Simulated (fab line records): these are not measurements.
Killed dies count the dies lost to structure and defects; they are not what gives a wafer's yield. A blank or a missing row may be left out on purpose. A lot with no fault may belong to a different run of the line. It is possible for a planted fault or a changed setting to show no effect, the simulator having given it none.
What tool caused it? || flow n5 finfet || route of 1938 steps, sampled at 1 step: 12 lots, 36 wafers

## WHAT THE GAUGES SHOWED, per wafer
N5_SD_EPI_N_OVL_MEAS_10.
{"lot": "L075", "measured": "day 3 06:33", "on": "overlay-02", "SD_N_BLK_OVL (nm)": "0.5 -0.1 -0.4"}
{"lot": "L077", "measured": "day 3 19:59", "on": "overlay-01", "SD_N_BLK_OVL (nm)": "-1.2 0.0 -1.4"}
{"lot": "L079", "measured": "day 4 07:11", "on": "overlay-02", "SD_N_BLK_OVL (nm)": "-1.4 0.2 0.0"}
{"lot": "L081", "measured": "day 4 17:11", "on": "overlay-02", "SD_N_BLK_OVL (nm)": "-1.7 -1.9 -1.8"}
{"lot": "L083", "measured": "day 5 08:59", "on": "overlay-01", "SD_N_BLK_OVL (nm)": "-0.5 0.0 -0.5"}
{"lot": "L085", "measured": "day 5 21:54", "on": "overlay-01", "SD_N_BLK_OVL (nm)": "0.4 -0.6 1.2"}
{"lot": "L087", "measured": "day 6 07:10", "on": "overlay-02", "SD_N_BLK_OVL (nm)": "-1.2 -1.2 -0.6"}
{"lot": "L089", "measured": "day 6 16:55", "on": "overlay-02", "SD_N_BLK_OVL (nm)": "-0.1 0.3 -0.1"}
{"lot": "L091", "measured": "day 7 05:38", "on": "overlay-01", "SD_N_BLK_OVL (nm)": "-0.4 -0.7 -0.1"}
{"lot": "L093", "measured": "day 7 19:56", "on": "overlay-01", "SD_N_BLK_OVL (nm)": "0.8 0.1 1.8"}
{"lot": "L095", "measured": "day 8 05:42", "on": "overlay-01", "SD_N_BLK_OVL (nm)": "-0.5 -0.2 0.0"}
{"lot": "L097", "measured": "day 8 19:16", "on": "overlay-01", "SD_N_BLK_OVL (nm)": "-0.6 -1.2 -1.1"}

## WHICH TOOL RAN EACH LOT (tool, then ch and the chambers of the sampled wafers, then the start)
Record: no process step prior to these readings.

## THE ANSWER, worked out from the rows above alone
Rule: what is usual is taken from the lots themselves. Put in order of their means at a reading, lots are off if they are a third of the lots or fewer, leave a main group of 4 or more, and stand apart from it by a gap of 3 or more times the standard deviation of the main group's means; of several such gaps the widest counts. If all means in a main group match to the digits the tables above print for the reading, that group is not used. Also off: a lot with no number at a reading for which 4 or more lots have one. Any other lot the step has rows for is counted as sound.
No lot is off at any reading shown: from this, nothing can be told.

## WHAT HAD BEEN PUT IN BY THE SIMULATOR
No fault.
